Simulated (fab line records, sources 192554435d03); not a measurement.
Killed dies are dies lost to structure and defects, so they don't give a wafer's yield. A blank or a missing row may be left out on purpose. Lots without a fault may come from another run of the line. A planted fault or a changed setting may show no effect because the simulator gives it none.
Chamber matching | flow n5_finfet | N5_HKMG_FIN_CVD_62 on thermal_cvd_si-01: 3 sister chambers
The step deposits a-Si from Si2H6, target thk 3 nm, time 20.8 s. 3 wafers are shown with their chamber, then 11 later ones without.

WAFERS WITH THEIR CHAMBER
wafer  | chamber | heater_power_w (W)
L087.2 | 0       | 1680
L087.3 | 2       | 1247
L088.1 | 1       | 1557

WAFERS WITHOUT THEIR CHAMBER
wafer  | heater_power_w (W)
L088.4 | 1531
L088.6 | 1212
L090.3 | 1647
L090.4 | 1651
L090.6 | 1245
L091.2 | 1243
L091.4 | 1583
L091.6 | 1256
L096.1 | 1548
L096.3 | 1711
L096.5 | 1279

WHICH CHAMBER EACH WENT THROUGH
wafer  | from the rows above | in truth
L088.4 | 1                   | 1
L088.6 | 2                   | 2
L090.3 | 0                   | 0
L090.4 | 0                   | 0
L090.6 | 2                   | 2
L091.2 | 2                   | 2
L091.4 | 1                   | 1
L091.6 | 2                   | 2
L096.1 | 1                   | 1
L096.3 | 0                   | 0
L096.5 | 2                   | 2
Placed correctly: 11 of 11. Can't be placed from these rows: 0. Placed wrongly: 0.
How it was worked out, from the rows above alone: a wafer's distance from a chamber is the root of the sum, over the readings, of the square of ((its reading less the chamber's mean) divided by the reading's scatter). The wafer belongs to the nearest chamber; if the next one is less than 2 further off, it can't be placed. A chamber's mean is the mean of its shown wafers. The scatter: with one shown wafer a chamber, the root of the mean of the squares of how far each hidden wafer lies from its nearest shown one.
